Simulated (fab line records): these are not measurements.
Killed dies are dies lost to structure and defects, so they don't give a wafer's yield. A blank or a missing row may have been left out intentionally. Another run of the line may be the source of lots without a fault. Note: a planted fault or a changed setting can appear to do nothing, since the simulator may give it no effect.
Check of tool commonality :: flow nand_harc :: Sample size 11 lots and 33 wafers

## REASON IT WAS OPENED
On 2 of the 11 lots, a flag is raised at NHARC_A_CHANNEL_HOLE_D2_INSPECT_40 on the reading raw_defect_count. No-fault wafers: 260, standard deviation 72.
Rule: a lot gets a flag if all its wafers with a number sit over 4 standard deviations from that mean, or if no wafer of it has a number. The other lots count as sound.

lot: L434
measured: day 14 15:46
on: defect_inspect-02
raw_defect_count, wafer by wafer: 1322 1298 1336
flag: FLAGGED

lot: L436
measured: day 15 09:05
on: defect_inspect-01
raw_defect_count, wafer by wafer: 1265 1228 1202
flag: FLAGGED

lot: L439
measured: day 16 14:15
on: defect_inspect-02
raw_defect_count, wafer by wafer: 267 255 238
flag: 

lot: L446
measured: day 19 09:45
on: defect_inspect-02
raw_defect_count, wafer by wafer: 201 149 191
flag: 

lot: L448
measured: day 19 18:04
on: defect_inspect-02
raw_defect_count, wafer by wafer: 249 240 314
flag: 

lot: L449
measured: day 20 06:26
on: defect_inspect-02
raw_defect_count, wafer by wafer: 171 136 285
flag: 

lot: L450
measured: day 21 02:47
on: defect_inspect-01
raw_defect_count, wafer by wafer: 308 253 182
flag: 

lot: L452
measured: day 21 13:17
on: defect_inspect-01
raw_defect_count, wafer by wafer: 290 228 256
flag: 

lot: L453
measured: day 22 07:38
on: defect_inspect-02
raw_defect_count, wafer by wafer: 211 324 362
flag: 

lot: L454
measured: day 22 23:24
on: defect_inspect-01
raw_defect_count, wafer by wafer: 290 341 390
flag: 

lot: L455
measured: day 22 23:41
on: defect_inspect-01
raw_defect_count, wafer by wafer: 214 198 224
flag: 
The mean of the flagged lots' numbers is 1275, +1015 from the usual (+14 standard deviations).

## WHICH TOOL EACH LOT WENT THROUGH
3 process steps preceding the reading are held in the record, out of 1302 steps in the route. Each cell gives the tool, then ch followed by the chambers the sampled wafers passed through, then the start.
lot: L434
flag: FLAGGED
NHARC_A_CHANNEL_HOLE_D2_ETCH_38: rie_diel-06 ch 0,2, day 14 08:57
NHARC_A_CHANNEL_HOLE_D2_ETCH_21: har_etch-02 ch 0,1, day 14 10:28
NHARC_A_CHANNEL_HOLE_D2_ETCH_25: har_etch-02 ch 0,1, day 14 12:57

lot: L436
flag: FLAGGED
NHARC_A_CHANNEL_HOLE_D2_ETCH_38: rie_diel-10 ch 0,1, day 15 00:09
NHARC_A_CHANNEL_HOLE_D2_ETCH_21: har_etch-02 ch 0,1, day 15 03:47
NHARC_A_CHANNEL_HOLE_D2_ETCH_25: har_etch-02 ch 0,1, day 15 06:15

lot: L439
flag: 
NHARC_A_CHANNEL_HOLE_D2_ETCH_38: rie_diel-10 ch 1,2,3, day 16 07:04
NHARC_A_CHANNEL_HOLE_D2_ETCH_21: har_etch-01 ch 0,1, day 16 08:59
NHARC_A_CHANNEL_HOLE_D2_ETCH_25: har_etch-01 ch 0,1, day 16 11:26

lot: L446
flag: 
NHARC_A_CHANNEL_HOLE_D2_ETCH_38: rie_diel-10 ch 0,1,2, day 19 02:58
NHARC_A_CHANNEL_HOLE_D2_ETCH_21: har_etch-02 ch 0,1, day 19 04:30
NHARC_A_CHANNEL_HOLE_D2_ETCH_25: har_etch-02 ch 0,1, day 19 06:56

lot: L448
flag: 
NHARC_A_CHANNEL_HOLE_D2_ETCH_38: rie_diel-10 ch 0,3, day 19 09:50
NHARC_A_CHANNEL_HOLE_D2_ETCH_21: har_etch-02 ch 0,1, day 19 12:47
NHARC_A_CHANNEL_HOLE_D2_ETCH_25: har_etch-02 ch 0,1, day 19 15:14

lot: L449
flag: 
NHARC_A_CHANNEL_HOLE_D2_ETCH_38: rie_diel-06 ch 1,2,3, day 19 21:37
NHARC_A_CHANNEL_HOLE_D2_ETCH_21: har_etch-02 ch 1, day 20 01:11
NHARC_A_CHANNEL_HOLE_D2_ETCH_25: har_etch-02 ch 1, day 20 03:38

lot: L450
flag: 
NHARC_A_CHANNEL_HOLE_D2_ETCH_38: rie_diel-10 ch 0,2, day 20 19:58
NHARC_A_CHANNEL_HOLE_D2_ETCH_21: har_etch-02 ch 0,1, day 20 21:30
NHARC_A_CHANNEL_HOLE_D2_ETCH_25: har_etch-02 ch 0,1, day 20 23:58

lot: L452
flag: 
NHARC_A_CHANNEL_HOLE_D2_ETCH_38: rie_diel-07 ch 1,3, day 21 05:55
NHARC_A_CHANNEL_HOLE_D2_ETCH_21: har_etch-02 ch 0,1, day 21 08:01
NHARC_A_CHANNEL_HOLE_D2_ETCH_25: har_etch-02 ch 0,1, day 21 10:29

lot: L453
flag: 
NHARC_A_CHANNEL_HOLE_D2_ETCH_38: rie_diel-06 ch 0,2,3, day 22 00:49
NHARC_A_CHANNEL_HOLE_D2_ETCH_21: har_etch-01 ch 0,1, day 22 02:20
NHARC_A_CHANNEL_HOLE_D2_ETCH_25: har_etch-01 ch 0,1, day 22 04:50

lot: L454
flag: 
NHARC_A_CHANNEL_HOLE_D2_ETCH_38: rie_diel-07 ch 1,2, day 22 16:35
NHARC_A_CHANNEL_HOLE_D2_ETCH_21: har_etch-01 ch 0,1, day 22 18:06
NHARC_A_CHANNEL_HOLE_D2_ETCH_25: har_etch-01 ch 0,1, day 22 20:35

lot: L455
flag: 
NHARC_A_CHANNEL_HOLE_D2_ETCH_38: rie_diel-06 ch 0,2,3, day 22 16:26
NHARC_A_CHANNEL_HOLE_D2_ETCH_21: har_etch-02 ch 0,1, day 22 17:57
NHARC_A_CHANNEL_HOLE_D2_ETCH_25: har_etch-02 ch 0,1, day 22 20:26
What is done by these steps:
- NHARC_A_CHANNEL_HOLE_D2_ETCH_38: etches the open film in CF4, target depth 39 nm, time 65 s.
- NHARC_A_CHANNEL_HOLE_D2_ETCH_21: etches the open film in C4F8/O2/Ar, time 514.3 s, target depth 1600 nm.
- NHARC_A_CHANNEL_HOLE_D2_ETCH_25: etches the open film in C4F8/O2/Ar, time 1040.2 s, target depth 1500 nm.
- NHARC_A_CHANNEL_HOLE_D2_INSPECT_40

## FLAGGED AGAINST TOTAL, ONE TOOL AT A TIME (gauges that did the reading follow at the end)
step: NHARC_A_CHANNEL_HOLE_D2_ETCH_38
tool: rie_diel-06
lots run: 4
flagged: 1
share of the flagged lots: some
sound lots run after its first flagged lot: 3 (L449,L453,L455)

step: NHARC_A_CHANNEL_HOLE_D2_ETCH_38
tool: rie_diel-07
lots run: 2
flagged: 0
share of the flagged lots: none
sound lots run after its first flagged lot: -

step: NHARC_A_CHANNEL_HOLE_D2_ETCH_38
tool: rie_diel-10
lots run: 5
flagged: 1
share of the flagged lots: some
sound lots run after its first flagged lot: 4 (L439,L446,L448,L450)

step: NHARC_A_CHANNEL_HOLE_D2_ETCH_21
tool: har_etch-01
lots run: 3
flagged: 0
share of the flagged lots: none
sound lots run after its first flagged lot: -

step: NHARC_A_CHANNEL_HOLE_D2_ETCH_21
tool: har_etch-02
lots run: 8
flagged: 2
share of the flagged lots: all
sound lots run after its first flagged lot: 6 (L446,L448,L449,L450,L452,L455)

step: NHARC_A_CHANNEL_HOLE_D2_ETCH_25
tool: har_etch-01
lots run: 3
flagged: 0
share of the flagged lots: none
sound lots run after its first flagged lot: -

step: NHARC_A_CHANNEL_HOLE_D2_ETCH_25
tool: har_etch-02
lots run: 8
flagged: 2
share of the flagged lots: all
sound lots run after its first flagged lot: 6 (L446,L448,L449,L450,L452,L455)

step: NHARC_A_CHANNEL_HOLE_D2_INSPECT_40
tool: defect_inspect-01
lots run: 5
flagged: 1
share of the flagged lots: some
sound lots run after its first flagged lot: 4 (L450,L452,L454,L455)

step: NHARC_A_CHANNEL_HOLE_D2_INSPECT_40
tool: defect_inspect-02
lots run: 6
flagged: 1
share of the flagged lots: some
sound lots run after its first flagged lot: 5 (L439,L446,L448,L449,L453)

## THE TABLE: WHAT IT ALLOWS
Table rows that saw every flagged lot: 2, namely har_etch-02 at NHARC_A_CHANNEL_HOLE_D2_ETCH_21 and har_etch-02 at NHARC_A_CHANNEL_HOLE_D2_ETCH_25.
- har_etch-02 at NHARC_A_CHANNEL_HOLE_D2_ETCH_21 ran 8 lots, 2 of them flagged. Sound lots followed the first flagged one (L446, L448, L449, L450, L452, L455) on it, something a lasting fault affecting the whole tool could not allow.
- har_etch-02 at NHARC_A_CHANNEL_HOLE_D2_ETCH_25 ran 8 lots, 2 of them flagged. Sound lots followed the first flagged one (L446, L448, L449, L450, L452, L455) on it, something a lasting fault affecting the whole tool could not allow.
There is no row in the table that ran each flagged lot and no sound lot after the first.

## WHAT THE SIMULATOR PUT IN
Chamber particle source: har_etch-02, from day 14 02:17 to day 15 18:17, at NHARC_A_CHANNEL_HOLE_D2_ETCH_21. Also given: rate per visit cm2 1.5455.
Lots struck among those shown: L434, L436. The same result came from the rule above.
